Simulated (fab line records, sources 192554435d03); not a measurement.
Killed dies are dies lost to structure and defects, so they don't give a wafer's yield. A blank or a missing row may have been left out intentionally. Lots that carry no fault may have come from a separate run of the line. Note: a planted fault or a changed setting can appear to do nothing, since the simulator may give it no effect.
Chamber matching ; flow n5_finfet ; 4 sister chambers for N5_BEOL_M0_SAQP_STRIP_75 on rie_diel-01
The step strips in CF4. 4 wafers are shown with their chamber, then 7 later ones without.

WAFERS, EACH WITH ITS CHAMBER
wafer;chamber;drypump_motor_current_A (A)
L148.4;1;5.0
L148.5;2;5.4
L149.1;0;6.7
L149.4;3;5.7

WAFERS WHOSE CHAMBER IS MISSING
wafer;drypump_motor_current_A (A)
L149.5;6.6
L150.1;5.7
L150.2;5.4
L150.3;6.7
L152.3;6.7
L152.4;5.7
L152.5;5.0

WHICH CHAMBER EACH WENT THROUGH
wafer;from the rows above;in truth
L149.5;0;0
L150.1;3;3
L150.2;2;2
L150.3;0;0
L152.3;0;0
L152.4;3;3
L152.5;1;1
7 of 7 placed correctly. Number that these rows cannot place: 0. Wrongly placed: 0.
How it was worked out, from the rows above alone: a wafer's distance from a chamber is the root of the sum, over the readings, of the square of ((its reading less the chamber's mean) divided by the reading's scatter). If the next closest chamber is less than 2 further off than the closest, the wafer can't be placed; otherwise it belongs to the closest. A chamber's mean is the mean of its shown wafers. The scatter (one wafer shown for each chamber): square how far every hidden wafer sits from the nearest shown wafer, average those squares and take the square root.
